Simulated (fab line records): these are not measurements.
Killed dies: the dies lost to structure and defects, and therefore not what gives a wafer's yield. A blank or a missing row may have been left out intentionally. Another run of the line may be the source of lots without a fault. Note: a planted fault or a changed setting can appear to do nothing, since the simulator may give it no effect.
Chamber matching    flow nand-harc    3 sister chambers for NHARC_THIN_TSV_DEP_47 on pecvd-02
The step deposits SiO2, target thk 200 nm. 6 wafers are shown with their chamber, then 7 later ones without.

WAFERS PAIRED WITH THEIR CHAMBERS
wafer   chamber  throttle-valve-pct (%)
L517.1  0        15.1
L517.5  1        16.5
L521.4  1        16.6
L521.5  2        15.3
L526.3  0        15.5
L526.5  2        15.1

WAFERS WITH NO CHAMBER GIVEN
wafer   throttle-valve-pct (%)
L526.6  16.4
L530.2  16.4
L530.5  14.6
L530.6  16.0
L534.4  14.6
L534.5  16.1
L534.6  16.0

WHICH CHAMBER EACH ONE RAN IN
wafer   from the rows above           in truth
L526.6  1                             1
L530.2  1                             1
L530.5  can't be placed: 2 or 0       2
L530.6  can't be placed: 1 or 0 or 2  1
L534.4  can't be placed: 2 or 0       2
L534.5  can't be placed: 1 or 0       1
L534.6  can't be placed: 1 or 0 or 2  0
Correctly placed: 2 of 7. These rows do not allow placing 5 (true chamber among the candidates in 5). Placed wrongly: 0.
How it was worked out, from the rows above alone: a wafer's distance from a chamber is the root of the sum, over the readings, of the square of ((its reading less the chamber's mean) divided by the reading's scatter). If the next closest chamber is less than 2 further off than the closest, the wafer can't be placed; otherwise it belongs to the closest. Each chamber's mean is taken over the wafers shown for it. The scatter is the square root of a quotient: the sum, over the shown wafers, of each reading's squared deviation from its chamber's mean, divided by wafers minus chambers.
